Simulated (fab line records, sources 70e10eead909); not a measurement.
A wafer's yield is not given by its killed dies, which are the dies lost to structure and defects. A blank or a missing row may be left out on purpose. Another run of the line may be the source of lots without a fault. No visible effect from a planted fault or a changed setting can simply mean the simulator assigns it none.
A lot that was struck, set against a sound lot / flow nand_harc / 15 steps out of a route of 1302
Sound: the wafers L412.3, L412.4, L412.6. The struck wafers were L425.2, L425.3, L425.4. The cause is given at the end.
Each step with rows lists, per side, the tool, then ch with its chambers, then its first start. Under that, the readings that differ: sound wafers / struck wafers / difference of the means / sigmas: that difference in standard deviations of wafers without a fault.
alike: words and numbers the same on both sides, and readings whose means are apart by under 2 such deviations; not compared: readings that were withheld, readings missing a value for some wafer, numbers with overlapping values and no deviation given by the record, and bounds like >300 which may hide the same value.
The two part at a step that has a row with sigmas, a row that says differs or no value, or rows on one side only. Numbers that don't overlap but have no deviation are shown without sigmas and don't part them. Lack of a reading on every wafer of one side parts them only where that side has two or more wafers.

first, 5 steps without rows for these wafers: NHARC_A_BONDPAD_SOFTBAKE_04 (time 70 s); NHARC_A_BONDPAD_EBR_05; NHARC_A_BONDPAD_EXPOSE_06 (exposes mask A BPAD); NHARC_A_BONDPAD_PEB_07 (peb time 80 s); NHARC_A_BONDPAD_DEVELOP_08 (time 50 s).
NHARC_A_BONDPAD_CD_MEAS_09: the cd target is 500 nm.
  sound on cd_sem-02 ch 0, day 24 02:24; struck on cd_sem-02 ch 0, day 28 16:50
  alike: cd_nm
NHARC_A_BONDPAD_OVL_MEAS_35:
  struck on overlay-01, day 28 16:55; sound on overlay-02, day 24 02:29
  alike: overlay_x_nm, overlay_y_nm
then, 1 step without rows for these wafers: NHARC_A_BONDPAD_HARDBAKE_10 (time 65 s).
NHARC_A_BONDPAD_DESCUM_11: chemistry O2, time 3 s.
  sound on rie_diel-03 ch 0,3, day 24 02:36; struck on rie_diel-02 ch 0,2,3, day 28 17:02
  alike: drypump_motor_current_A, o2_flow_sccm, oes_product_au, rf_vpp_V, showerhead_plenum_p_Torr, throttle_valve_pct
  not compared: rf_hours_counter_h
NHARC_A_BONDPAD_ETCH_34: etches the open film in N2/H2, target depth 60 nm, overetch 18 nm, time 65.91 s.
  sound on rie_diel-03 ch 2,3, day 24 02:41; struck on rie_diel-02 ch 1,2,3, day 28 17:08
  alike: drypump_motor_current_A, oes_product_au, rf_vpp_V, showerhead_plenum_p_Torr, throttle_valve_pct
  not compared: rf_hours_counter_h
NHARC_A_BONDPAD_ETCH_12: etches the open film in CHF3/O2, target depth 220 nm, time 110 s.
  sound on rie_diel-03 ch 2,3; struck on rie_diel-02 ch 0,2,3
reading=oes_product_au (a.u.); sound=0.930 0.936 0.931; struck=0.987 0.970 0.967; difference=+0.042; sigmas=+2
  alike: drypump_motor_current_A, o2_flow_sccm, rf_vpp_V, showerhead_plenum_p_Torr, throttle_valve_pct
  not compared: rf_hours_counter_h
NHARC_A_BONDPAD_CD_MEAS_13:
  struck on cd_sem-02, day 28 17:22; sound on cd_sem-02, day 24 02:55
  alike: cd_nm
NHARC_A_BONDPAD_STRIP_15: strips in O2.
  sound on rie_diel-03 ch 1,3, day 24 03:01; struck on rie_diel-07 ch 0,2,3, day 28 17:26
reading=chamber_pressure_mTorr (mTorr); sound=59.99 59.97 60.00; struck=31.82 31.69 31.68; difference=-28.26; sigmas=-99 or more
  alike: drypump_motor_current_A, o2_flow_sccm, oes_product_au, rf_vpp_V, showerhead_plenum_p_Torr, throttle_valve_pct
  not compared: rf_hours_counter_h
NHARC_A_BONDPAD_ETCH_24: etches the open film in CF4/N2, target depth 30 nm, time 72.99 s.
  sound on rie_diel-03 ch 0,2,3; struck on rie_diel-07 ch 0,2,3
  alike: drypump_motor_current_A, oes_product_au, rf_vpp_V, showerhead_plenum_p_Torr, throttle_valve_pct
  not compared: rf_hours_counter_h
-- jump in the record: it breaks off in module A_BONDPAD and resumes in module END (first step shown: number 1302 of the route), and 5 days separate the struck wafers' starts before and after --
NHARC_END_SORT_01:
  sound on prober-01 ch 0, day 25 10:02; struck on prober-01 ch 0, day 33 07:03
  alike: defect_limited_yield, killed_at_array, killed_at_other, killed_at_periphery, killed_dies, killed_open, killed_short, sort_bin_2_pct, sort_bin_3_pct, sort_bin_4_pct, sort_n_pass, sort_rim_yield_pct, sort_yield_pct

## WHERE THEY PART
At NHARC_A_BONDPAD_ETCH_12 first; at NHARC_A_BONDPAD_STRIP_15 last (within this record only). Later steps at which nothing parts them and some readings are alike: NHARC_A_BONDPAD_ETCH_24, NHARC_END_SORT_01.

WHY: what had been put in by the simulator
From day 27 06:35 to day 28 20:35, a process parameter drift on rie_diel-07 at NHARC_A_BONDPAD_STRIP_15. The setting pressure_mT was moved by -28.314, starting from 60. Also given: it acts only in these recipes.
